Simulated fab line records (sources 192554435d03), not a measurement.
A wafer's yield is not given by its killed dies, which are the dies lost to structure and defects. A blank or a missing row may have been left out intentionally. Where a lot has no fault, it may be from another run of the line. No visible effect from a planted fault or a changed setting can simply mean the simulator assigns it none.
Chamber matching + flow n5 finfet + 3 sister chambers for N5_SDB_HM_DEP_00 on pecvd-04
The step deposits SiNx from SiH4/NH3/N2, target thk 40 nm, time 35.3 s. 14 wafers are shown with their chamber, then 7 later ones without.

WAFERS, EACH WITH ITS CHAMBER
| wafer  | chamber | throttle valve pct (%) | showerhead plenum p Torr (Torr) | heater power w (W) |
|--------|---------|------------------------|---------------------------------|--------------------|
| L075.3 | 1       | 45.7                   | 5.15                            | 762                |
| L075.4 | 2       | 35.9                   | 5.08                            | 725                |
| L075.6 | 0       | 41.9                   | 5.12                            | 732                |
| L079.1 | 2       | 35.9                   | 5.10                            | 658                |
| L079.2 | 0       | 42.1                   | 5.13                            | 676                |
| L079.5 | 1       | 45.9                   | 5.14                            | 832                |
| L081.2 | 2       | 35.7                   | 5.09                            | 742                |
| L081.5 | 2       | 36.0                   | 5.10                            | 716                |
| L081.6 | 1       | 45.9                   | 5.14                            | 816                |
| L086.2 | 0       | 42.0                   | 5.14                            | 711                |
| L086.4 | 2       | 36.3                   | 5.08                            | 695                |
| L086.5 | 1       | 45.7                   | 5.15                            | 785                |
| L093.1 | 0       | 42.5                   | 5.12                            | 693                |
| L093.2 | 1       | 45.8                   | 5.15                            | 779                |

SIGNATURES, as means of the wafers listed above
| reading                  | chamber 0 | chamber 1 | chamber 2 | scatter within a chamber |
|--------------------------|-----------|-----------|-----------|--------------------------|
| throttle valve pct       | 42.125    | 45.800    | 35.960    | 0.2                      |
| showerhead plenum p Torr | 5.1275    | 5.1460    | 5.0900    | 0.0085                   |
| heater power w           | 703.00    | 794.80    | 707.20    | 28.9                     |
Rule: for each reading, subtract the chamber's mean from the wafer's reading, divide by that reading's scatter and square the result; add these up over the readings and take the root, which gives the wafer's distance from the chamber. The wafer belongs to the nearest chamber; if the next one is less than 2 further off, it can't be placed. The scatter: take each reading less its chamber's mean, square it, sum over the shown wafers, divide by the number of wafers less the number of chambers, and take the root.

WAFERS WITH NO CHAMBER GIVEN
| wafer  | throttle valve pct (%) | showerhead plenum p Torr (Torr) | heater power w (W) |
|--------|------------------------|---------------------------------|--------------------|
| L093.6 | 46.0                   | 5.14                            | 772                |
| L095.1 | 36.2                   | 5.09                            | 705                |
| L095.3 | 42.0                   | 5.13                            | 744                |
| L095.5 | 45.5                   | 5.14                            | 759                |
| L097.1 | 46.0                   | 5.15                            | 850                |
| L097.2 | 36.6                   | 5.10                            | 705                |
| L097.4 | 36.7                   | 5.09                            | 678                |

EACH ONE'S CHAMBER
| wafer  | from the rows above | in truth |
|--------|---------------------|----------|
| L093.6 | 1                   | 1        |
| L095.1 | 2                   | 2        |
| L095.3 | 0                   | 0        |
| L095.5 | 1                   | 1        |
| L097.1 | 1                   | 1        |
| L097.2 | 2                   | 2        |
| L097.4 | 2                   | 2        |
Placed correctly: 7 of 7. Left unplaced by these rows: 0. Number placed wrongly: 0.
